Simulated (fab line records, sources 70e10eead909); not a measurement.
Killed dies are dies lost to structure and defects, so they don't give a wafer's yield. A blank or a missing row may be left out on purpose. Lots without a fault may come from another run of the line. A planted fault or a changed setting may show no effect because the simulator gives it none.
Which tool did it? | flow nand_harc | 23 lots, 69 wafers sampled, at 6 steps of a route of 1302

WHAT THE GAUGES READ, wafer by wafer
NHARC_P_M1_CD_MEAS_16. Usual: cd_nm 129.8 nm, standard deviation 0.97.
lot  | measured     | on        | cd_nm (nm)        | flag
L074 | day 6 11:35  | cd_sem-02 | 129.7 130.1 130.5 |
L075 | day 6 17:54  | cd_sem-03 | 129.8 129.8 131.0 |
L076 | day 7 09:05  | cd_sem-01 | 129.4 128.1 131.3 |
L077 | day 7 09:56  | cd_sem-03 | 130.1 129.4 129.7 |
L079 | day 8 06:49  | cd_sem-03 | 129.8 130.5 129.4 |
L078 | day 8 07:37  | cd_sem-03 | 129.2 128.6 128.7 |
L080 | day 8 18:04  | cd_sem-03 | 131.0 131.8 130.0 |
L081 | day 9 06:44  | cd_sem-01 | 128.6 130.2 130.2 |
L082 | day 9 12:51  | cd_sem-02 | 130.5 129.7 130.5 |
L083 | day 9 23:18  | cd_sem-03 | 128.7 131.3 130.3 |
L084 | day 10 10:42 | cd_sem-02 | 129.2 130.4 131.0 |
L085 | day 11 00:43 | cd_sem-03 | 130.1 129.8 129.4 |
L086 | day 11 05:07 | cd_sem-01 | 129.9 128.8 128.8 |
L087 | day 11 14:28 | cd_sem-02 | 132.0 128.7 130.8 |
L088 | day 12 06:46 | cd_sem-02 | 130.1 129.7 128.4 |
L089 | day 12 08:13 | cd_sem-03 | 130.2 130.0 130.2 |
L090 | day 13 06:10 | cd_sem-02 | 129.7 130.0 128.4 |
L091 | day 13 06:58 | cd_sem-02 | 128.2 130.5 130.9 |
L093 | day 14 05:19 | cd_sem-03 | 129.0 130.0 128.3 |
L094 | day 14 09:41 | cd_sem-02 | 131.1 131.0 129.2 |
L095 | day 15 09:20 | cd_sem-02 | 130.6 130.7 130.0 |
L096 | day 15 13:32 | cd_sem-03 | 131.1 130.3 128.6 |
L097 | day 15 23:24 | cd_sem-01 | 130.4 130.8 128.9 |

WHICH TOOL RAN EACH LOT (tool, then ch and the chambers of the sampled wafers, then the start)
lot  | NHARC_P_GATE_DESCUM_61             | NHARC_P_CONTACT_DEP_00                     | NHARC_P_M0_ETCH_34                 | NHARC_P_M0_ETCH_15                            | NHARC_P_M0_STRIP_18
L074 | rie_diel-08 ch 2,3, day 5 20:43    | pecvd-02 ch 0,1,2, day 6 07:08 or earlier  | rie_diel-05 ch 0,1,3, day 6 07:08  | rie_diel-05 ch 0,1,2, day 6 07:25 or earlier  | rie_diel-13 ch 2,3, day 6 07:25
L075 | rie_diel-01 ch 2,3, day 6 02:47    | pecvd-02 ch 0,1,2, day 6 13:35 or earlier  | rie_diel-13 ch 0,2,3, day 6 13:35  | rie_diel-13 ch 1,2, day 6 13:52 or earlier    | rie_diel-05 ch 0,1,2, day 6 13:52
L076 | rie_diel-02 ch 0,2, day 6 18:13    | pecvd-02 ch 1,2, day 7 04:47 or earlier    | rie_diel-04 ch 0,2,3, day 7 04:47  | rie_diel-04 ch 0,2,3, day 7 05:07 or earlier  | rie_diel-13 ch 1,2,3, day 7 05:07
L077 | rie_diel-01 ch 0,1,2, day 6 18:46  | pecvd-02 ch 0,1,2, day 7 05:46 or earlier  | rie_diel-05 ch 0,2,3, day 7 05:46  | rie_diel-05 ch 0,2,3, day 7 06:06 or earlier  | rie_diel-13 ch 0,2,3, day 7 06:06
L079 | rie_diel-01 ch 0,2,3, day 7 16:08  | pecvd-02 ch 0,2, day 8 02:35 or earlier    | rie_diel-05 ch 0,1,3, day 8 02:35  | rie_diel-05 ch 2,3, day 8 02:55 or earlier    | rie_diel-05 ch 1,2,3, day 8 02:55
L078 | rie_diel-08 ch 1,2,3, day 7 16:20  | pecvd-04 ch 1,2, day 8 03:11 or earlier    | rie_diel-05 ch 0,2,3, day 8 03:11  | rie_diel-05 ch 0,2,3, day 8 03:29 or earlier  | rie_diel-05 ch 0,2, day 8 03:29
L080 | rie_diel-01 ch 0,1, day 8 03:14    | pecvd-03 ch 0,1, day 8 13:55 or earlier    | rie_diel-05 ch 1,2,3, day 8 13:55  | rie_diel-05 ch 0,1, day 8 14:12 or earlier    | rie_diel-05 ch 0,2, day 8 14:12
L081 | rie_diel-08 ch 1,2,3, day 8 15:14  | pecvd-04 ch 0,1,2, day 9 02:29 or earlier  | rie_diel-13 ch 0,1,3, day 9 02:29  | rie_diel-13 ch 0,2,3, day 9 02:49 or earlier  | rie_diel-13 ch 1,2,3, day 9 02:49
L082 | rie_diel-08 ch 0,2, day 8 22:02    | pecvd-02 ch 0,1,2, day 9 08:35 or earlier  | rie_diel-04 ch 1,2,3, day 9 08:35  | rie_diel-04 ch 0,2,3, day 9 08:53 or earlier  | rie_diel-04 ch 0,3, day 9 08:53
L083 | rie_diel-08 ch 0,1,2, day 9 08:14  | pecvd-04 ch 0,2, day 9 18:59 or earlier    | rie_diel-05 ch 1,2,3, day 9 18:59  | rie_diel-05 ch 0,1,3, day 9 19:17 or earlier  | rie_diel-13 ch 1,2,3, day 9 19:17
L084 | rie_diel-02 ch 1,3, day 9 19:41    | pecvd-02 ch 0,1, day 10 06:14 or earlier   | rie_diel-04 ch 0,3, day 10 06:14   | rie_diel-04 ch 0,3, day 10 06:32 or earlier   | rie_diel-13 ch 0,1, day 10 06:32
L085 | rie_diel-08 ch 0,2,3, day 10 08:31 | pecvd-03 ch 1,2, day 10 19:33 or earlier   | rie_diel-13 ch 1,2,3, day 10 19:33 | rie_diel-13 ch 0,3, day 10 19:51 or earlier   | rie_diel-13 ch 0,1, day 10 19:51
L086 | rie_diel-08 ch 0,1,3, day 10 14:17 | pecvd-04 ch 0,1,2, day 11 00:46 or earlier | rie_diel-04 ch 0,1, day 11 00:46   | rie_diel-04 ch 0,2,3, day 11 01:03 or earlier | rie_diel-04 ch 0,1, day 11 01:03
L087 | rie_diel-02 ch 0,1,3, day 10 23:29 | pecvd-02 ch 0,1, day 11 10:12 or earlier   | rie_diel-13 ch 1,2,3, day 11 10:12 | rie_diel-13 ch 1,3, day 11 10:32 or earlier   | rie_diel-13 ch 1,2,3, day 11 10:32
L088 | rie_diel-08 ch 0,1,3, day 11 15:59 | pecvd-04 ch 0,1,2, day 12 02:37 or earlier | rie_diel-04 ch 1,2, day 12 02:37   | rie_diel-04 ch 2,3, day 12 02:59 or earlier   | rie_diel-05 ch 0,1,3, day 12 02:59
L089 | rie_diel-08 ch 2,3, day 11 17:17   | pecvd-04 ch 0,1,2, day 12 03:58 or earlier | rie_diel-13 ch 2,3, day 12 03:58   | rie_diel-13 ch 2,3, day 12 04:16 or earlier   | rie_diel-13 ch 2,3, day 12 04:16
L090 | rie_diel-01 ch 1,2,3, day 12 15:35 | pecvd-04 ch 0,1, day 13 02:01 or earlier   | rie_diel-05 ch 0,1,3, day 13 02:01 | rie_diel-05 ch 0,2,3, day 13 02:18 or earlier | rie_diel-05 ch 0,2,3, day 13 02:18
L091 | rie_diel-08 ch 0,3, day 12 16:10   | pecvd-02 ch 0,2, day 13 02:45 or earlier   | rie_diel-05 ch 0,1,3, day 13 02:45 | rie_diel-05 ch 1,3, day 13 03:07 or earlier   | rie_diel-05 ch 0,1,3, day 13 03:07
L093 | rie_diel-08 ch 0,1, day 13 14:23   | pecvd-04 ch 0,1, day 14 01:09 or earlier   | rie_diel-05 ch 0,2, day 14 01:09   | rie_diel-05 ch 0,3, day 14 01:28 or earlier   | rie_diel-05 ch 0,2,3, day 14 01:28
L094 | rie_diel-08 ch 0,1,3, day 13 18:49 | pecvd-03 ch 0,1, day 14 05:31 or earlier   | rie_diel-05 ch 1,3, day 14 05:31   | rie_diel-05 ch 1,2,3, day 14 05:49 or earlier | rie_diel-05 ch 0,2,3, day 14 05:49
L095 | rie_diel-08 ch 1,2, day 14 18:38   | pecvd-03 ch 0,1,2, day 15 05:10 or earlier | rie_diel-05 ch 0,1,3, day 15 05:10 | rie_diel-05 ch 1,2,3, day 15 05:26 or earlier | rie_diel-05 ch 0,1,2, day 15 05:26
L096 | rie_diel-02 ch 0,1,3, day 14 21:10 | pecvd-03 ch 0,1,2, day 15 07:55 or earlier | rie_diel-05 ch 0,1,2, day 15 07:55 | rie_diel-05 ch 0,1,2, day 15 08:13 or earlier | rie_diel-04 ch 0,1,2, day 15 08:13
L097 | rie_diel-08 ch 0,1,2, day 15 08:17 | pecvd-02 ch 0,1, day 15 18:56 or earlier   | rie_diel-04 ch 1,2, day 15 18:56   | rie_diel-04 ch 1,2, day 15 19:04              | rie_diel-04 ch 1,2, day 15 19:19
- NHARC_P_GATE_DESCUM_61: chemistry O2, time 3 s.
- NHARC_P_CONTACT_DEP_00: deposits SiO2, target thk 500 nm.
- NHARC_P_M0_ETCH_34: etches the open film in N2/H2, target depth 40 nm, overetch 12 nm, time 43.94 s.
- NHARC_P_M0_ETCH_15: etches the open film in C4F8/Ar, target depth 150 nm, overetch 15 nm, time 82.5 s.
- NHARC_P_M0_STRIP_18: strips in N2/H2.

WHAT THE TOOLS THEMSELVES READ (means of the sampled wafers that have a number; where no wafer has one, the mark that the record gives instead)
NHARC_P_GATE_DESCUM_61. Usual: drypump_motor_current_A 5.6 A, standard deviation 0.43; oes_product_au 1.006 a.u., standard deviation 0.018; rf_vpp_V 58.0 V, standard deviation 0.86; showerhead_plenum_p_Torr 1.95 Torr, standard deviation 0.072; throttle_valve_pct 11.310 %, standard deviation 0.0088.
lot  | tool        | drypump_motor_current_A (A) | oes_product_au (a.u.) | rf_vpp_V (V) | showerhead_plenum_p_Torr (Torr) | throttle_valve_pct (%) | flag
L074 | rie_diel-08 | 5.3                         | 1.016                 | 56.9         | 1.97                            | 11.314                 |
L075 | rie_diel-01 | 5.7                         | 1.015                 | 57.9         | 1.96                            | 11.311                 |
L076 | rie_diel-02 | 5.7                         | 0.991                 | 58.7         | 1.94                            | 11.312                 |
L077 | rie_diel-01 | 5.9                         | 1.013                 | 57.7         | 1.98                            | 11.301                 |
L079 | rie_diel-01 | 5.7                         | 1.009                 | 58.2         | 1.98                            | 11.309                 |
L078 | rie_diel-08 | 5.6                         | 1.009                 | 58.6         | 1.97                            | 11.311                 |
L080 | rie_diel-01 | 6.2                         | 1.014                 | 57.9         | 1.99                            | 11.310                 |
L081 | rie_diel-08 | 5.6                         | 1.009                 | 57.5         | 1.97                            | 11.313                 |
L082 | rie_diel-08 | 5.1                         | 1.013                 | 58.8         | 1.96                            | 11.312                 |
L083 | rie_diel-08 | 5.5                         | 0.996                 | 58.7         | 1.95                            | 11.304                 |
L084 | rie_diel-02 | 5.7                         | 1.002                 | 57.0         | 1.79                            | 11.302                 |
L085 | rie_diel-08 | 5.2                         | 1.014                 | 58.7         | 1.98                            | 11.311                 |
L086 | rie_diel-08 | 5.6                         | 1.003                 | 57.3         | 1.98                            | 11.322                 |
L087 | rie_diel-02 | 5.6                         | 0.994                 | 58.3         | 1.80                            | 11.304                 |
L088 | rie_diel-08 | 5.6                         | 1.009                 | 57.9         | 1.98                            | 11.308                 |
L089 | rie_diel-08 | 5.3                         | 1.038                 | 57.5         | 1.97                            | 11.316                 |
L090 | rie_diel-01 | 5.9                         | 1.002                 | 58.3         | 1.96                            | 11.308                 |
L091 | rie_diel-08 | 5.2                         | 0.992                 | 58.1         | 1.99                            | 11.312                 |
L093 | rie_diel-08 | 6.0                         | 0.996                 | 57.7         | 1.94                            | 11.312                 |
L094 | rie_diel-08 | 5.6                         | 1.004                 | 58.1         | 1.98                            | 11.307                 |
L095 | rie_diel-08 | 5.6                         | 1.016                 | 58.3         | 1.94                            | 11.312                 |
L096 | rie_diel-02 | 5.6                         | 1.000                 | 56.9         | 1.80                            | 11.312                 |
L097 | rie_diel-08 | 5.6                         | 1.001                 | 58.1         | 1.95                            | 11.315                 |

NHARC_P_CONTACT_DEP_00. Usual: heater_power_w 532 W, standard deviation 100; rf_fwd_power_W 897.9 W, standard deviation 2.8; throttle_valve_pct 15.9 %, standard deviation 0.45.
lot  | tool     | heater_power_w (W) | rf_fwd_power_W (W) | throttle_valve_pct (%) | flag
L074 | pecvd-02 | 530                | 896.0              | 15.8                   |
L075 | pecvd-02 | 512                | 898.1              | 15.7                   |
L076 | pecvd-02 | 530                | 898.6              | 15.4                   |
L077 | pecvd-02 | 551                | 899.4              | 15.7                   |
L079 | pecvd-02 | 630                | 898.7              | 15.5                   |
L078 | pecvd-04 | 518                | 900.5              | 16.2                   |
L080 | pecvd-03 | 580                | 897.9              | 16.1                   |
L081 | pecvd-04 | 469                | 897.0              | 16.0                   |
L082 | pecvd-02 | 570                | 897.7              | 15.9                   |
L083 | pecvd-04 | 508                | 897.4              | 15.9                   |
L084 | pecvd-02 | 632                | 899.2              | 16.3                   |
L085 | pecvd-03 | 591                | 897.3              | 15.6                   |
L086 | pecvd-04 | 499                | 898.6              | 16.2                   |
L087 | pecvd-02 | 630                | 895.5              | 15.9                   |
L088 | pecvd-04 | 477                | 895.7              | 16.2                   |
L089 | pecvd-04 | 501                | 897.7              | 16.3                   |
L090 | pecvd-04 | 555                | 898.6              | 16.2                   |
L091 | pecvd-02 | 588                | 897.5              | 15.8                   |
L093 | pecvd-04 | 572                | 898.8              | 16.2                   |
L094 | pecvd-03 | 557                | 897.7              | 15.7                   |
L095 | pecvd-03 | 471                | 895.6              | 15.9                   |
L096 | pecvd-03 | 492                | 898.1              | 15.9                   |
L097 | pecvd-02 | 603                | 898.5              | 16.1                   |

NHARC_P_M0_ETCH_34. Usual: drypump_motor_current_A 5.7 A, standard deviation 0.37; oes_product_au 1.000 a.u., standard deviation 0.014; rf_fwd_power_W 394.7 W, standard deviation 1.7; rf_vpp_V 428.7 V, standard deviation 2.9; showerhead_plenum_p_Torr 1.98 Torr, standard deviation 0.1; throttle_valve_pct 14.171 %, standard deviation 0.0094.
lot  | tool        | drypump_motor_current_A (A) | oes_product_au (a.u.) | rf_fwd_power_W (W) | rf_vpp_V (V) | showerhead_plenum_p_Torr (Torr) | throttle_valve_pct (%) | flag
L074 | rie_diel-05 | 5.9                         | 0.999                 | 394.9              | 427.1        | 1.93                            | 14.160                 |
L075 | rie_diel-13 | 5.3                         | 1.009                 | 393.4              | 433.6        | 2.14                            | 14.169                 |
L076 | rie_diel-04 | 5.8                         | 1.011                 | 395.1              | 430.9        | 2.03                            | 14.176                 |
L077 | rie_diel-05 | 5.5                         | 0.989                 | 395.3              | 427.3        | 1.94                            | 14.165                 |
L079 | rie_diel-05 | 5.9                         | 0.987                 | 393.1              | 427.3        | 1.93                            | 14.176                 |
L078 | rie_diel-05 | 5.5                         | 0.994                 | 395.8              | 427.5        | 1.94                            | 14.170                 |
L080 | rie_diel-05 | 5.6                         | 0.987                 | 394.6              | 427.0        | 1.94                            | 14.180                 |
L081 | rie_diel-13 | 5.6                         | 1.005                 | 394.1              | 430.8        | 2.06                            | 14.168                 |
L082 | rie_diel-04 | 5.7                         | 0.986                 | 395.6              | 429.5        | 1.97                            | 14.179                 |
L083 | rie_diel-05 | 5.6                         | 0.990                 | 393.0              | 426.6        | 1.93                            | 14.171                 |
L084 | rie_diel-04 | 6.0                         | 1.006                 | 395.0              | 430.3        | 2.04                            | 14.172                 |
L085 | rie_diel-13 | 5.4                         | 1.016                 | 393.5              | 430.5        | 2.08                            | 14.175                 |
L086 | rie_diel-04 | 5.5                         | 0.999                 | 395.3              | 431.7        | 2.08                            | 14.172                 |
L087 | rie_diel-13 | 5.4                         | 1.003                 | 394.7              | 431.6        | 2.08                            | 14.175                 |
L088 | rie_diel-04 | 5.5                         | 1.000                 | 394.7              | 428.8        | 1.99                            | 14.171                 |
L089 | rie_diel-13 | 5.2                         | 0.998                 | 394.9              | 435.0        | 2.17                            | 14.167                 |
L090 | rie_diel-05 | 5.9                         | 1.002                 | 394.8              | 427.4        | 1.92                            | 14.172                 |
L091 | rie_diel-05 | 5.9                         | 1.007                 | 394.3              | 427.9        | 1.92                            | 14.176                 |
L093 | rie_diel-05 | 5.7                         | 0.982                 | 395.7              | 426.5        | 1.89                            | 14.173                 |
L094 | rie_diel-05 | 5.7                         | 1.019                 | 394.2              | 428.3        | 1.96                            | 14.174                 |
L095 | rie_diel-05 | 5.9                         | 1.004                 | 395.2              | 426.6        | 1.92                            | 14.169                 |
L096 | rie_diel-05 | 5.8                         | 1.003                 | 394.8              | 426.2        | 1.89                            | 14.175                 |
L097 | rie_diel-04 | 5.5                         | 0.995                 | 395.2              | 428.9        | 1.98                            | 14.168                 |

NHARC_P_M0_ETCH_15. Usual: oes_product_au 0.955 a.u., standard deviation 0.021; rf_fwd_power_W 595.3 W, standard deviation 2.2; rf_vpp_V 439 V, standard deviation 3.1.
lot  | tool        | oes_product_au (a.u.) | rf_fwd_power_W (W) | rf_vpp_V (V) | flag
L074 | rie_diel-05 | 0.966                 | 593.1              | 437          |
L075 | rie_diel-13 | 0.923                 | 593.2              | 442          |
L076 | rie_diel-04 | 0.944                 | 595.1              | 440          |
L077 | rie_diel-05 | 0.948                 | 597.1              | 437          |
L079 | rie_diel-05 | 0.945                 | 594.7              | 438          |
L078 | rie_diel-05 | 0.952                 | 596.0              | 439          |
L080 | rie_diel-05 | 0.960                 | 594.5              | 436          |
L081 | rie_diel-13 | 0.973                 | 594.4              | 443          |
L082 | rie_diel-04 | 0.968                 | 595.8              | 440          |
L083 | rie_diel-05 | 0.930                 | 594.7              | 437          |
L084 | rie_diel-04 | 0.968                 | 595.8              | 441          |
L085 | rie_diel-13 | 0.986                 | 595.6              | 444          |
L086 | rie_diel-04 | 0.959                 | 596.7              | 441          |
L087 | rie_diel-13 | 0.980                 | 596.7              | 443          |
L088 | rie_diel-04 | 0.953                 | 593.8              | 438          |
L089 | rie_diel-13 | 0.930                 | 594.5              | 443          |
L090 | rie_diel-05 | 0.963                 | 595.7              | 438          |
L091 | rie_diel-05 | 0.982                 | 595.2              | 437          |
L093 | rie_diel-05 | 0.920                 | 595.4              | 436          |
L094 | rie_diel-05 | 0.979                 | 595.4              | 437          |
L095 | rie_diel-05 | 0.959                 | 596.1              | 438          |
L096 | rie_diel-05 | 0.956                 | 594.6              | 437          |
L097 | rie_diel-04 | 0.946                 | 596.5              | 439          |

NHARC_P_M0_STRIP_18. Usual: drypump_motor_current_A 5.6 A, standard deviation 0.36; oes_product_au 1.000 a.u., standard deviation 0.013; rf_fwd_power_W 997 W, standard deviation 3.3; rf_vpp_V 90.3 V, standard deviation 1; showerhead_plenum_p_Torr 2.00 Torr, standard deviation 0.11; throttle_valve_pct 14.170 %, standard deviation 0.0092.
lot  | tool        | drypump_motor_current_A (A) | oes_product_au (a.u.) | rf_fwd_power_W (W) | rf_vpp_V (V) | showerhead_plenum_p_Torr (Torr) | throttle_valve_pct (%) | flag
L074 | rie_diel-13 | 5.2                         | 0.997                 | 998                | 91.8         | 2.18                            | 14.169                 |
L075 | rie_diel-05 | 5.8                         | 0.994                 | 997                | 90.2         | 1.90                            | 14.167                 |
L076 | rie_diel-13 | 5.4                         | 1.003                 | 1000               | 92.3         | 2.09                            | 14.164                 |
L077 | rie_diel-13 | 5.3                         | 0.999                 | 998                | 90.8         | 2.13                            | 14.176                 |
L079 | rie_diel-05 | 5.6                         | 0.984                 | 996                | 88.8         | 1.94                            | 14.175                 |
L078 | rie_diel-05 | 5.4                         | 0.992                 | 997                | 90.3         | 1.91                            | 14.165                 |
L080 | rie_diel-05 | 5.4                         | 0.983                 | 1004               | 90.6         | 1.91                            | 14.178                 |
L081 | rie_diel-13 | 5.4                         | 1.010                 | 997                | 91.1         | 2.09                            | 14.172                 |
L082 | rie_diel-04 | 5.9                         | 1.007                 | 997                | 90.6         | 2.11                            | 14.175                 |
L083 | rie_diel-13 | 5.4                         | 1.009                 | 997                | 90.8         | 2.09                            | 14.164                 |
L084 | rie_diel-13 | 5.7                         | 1.009                 | 996                | 90.5         | 2.02                            | 14.168                 |
L085 | rie_diel-13 | 5.8                         | 1.005                 | 996                | 89.6         | 1.97                            | 14.166                 |
L086 | rie_diel-04 | 5.6                         | 1.005                 | 996                | 90.9         | 2.14                            | 14.171                 |
L087 | rie_diel-13 | 5.4                         | 1.004                 | 1000               | 90.9         | 2.08                            | 14.169                 |
L088 | rie_diel-05 | 5.9                         | 1.002                 | 994                | 90.0         | 1.92                            | 14.164                 |
L089 | rie_diel-13 | 5.2                         | 1.001                 | 997                | 90.8         | 2.17                            | 14.173                 |
L090 | rie_diel-05 | 5.5                         | 0.986                 | 1002               | 90.5         | 1.93                            | 14.171                 |
L091 | rie_diel-05 | 5.9                         | 1.004                 | 998                | 89.1         | 1.92                            | 14.166                 |
L093 | rie_diel-05 | 5.5                         | 0.996                 | 995                | 90.5         | 1.93                            | 14.170                 |
L094 | rie_diel-05 | 5.5                         | 0.989                 | 999                | 90.4         | 1.93                            | 14.168                 |
L095 | rie_diel-05 | 5.8                         | 1.000                 | 997                | 89.8         | 1.89                            | 14.183                 |
L096 | rie_diel-04 | 5.6                         | 0.999                 | 996                | 91.0         | 2.03                            | 14.173                 |
L097 | rie_diel-04 | 5.6                         | 0.991                 | 999                | 90.7         | 1.94                            | 14.171                 |

THE ANSWER, worked out from the rows above alone
Rule: a lot is off if the mean of its wafers that have a number lies more than 3 standard deviations from the usual mean. A lot without any number at a reading at which 4 lots or more have one is off too. The other lots that the step has rows for count as sound. The gauges are gone through in route order, then the tools' own readings, and for those a lot's mean is taken as printed above. The first step at which some lot is off is used, and at that step the reading that is off furthest; a lot without a number counts as furthest.
No lot is off at any reading shown: from this, nothing can be told.

WHAT THE SIMULATOR HAD PUT IN
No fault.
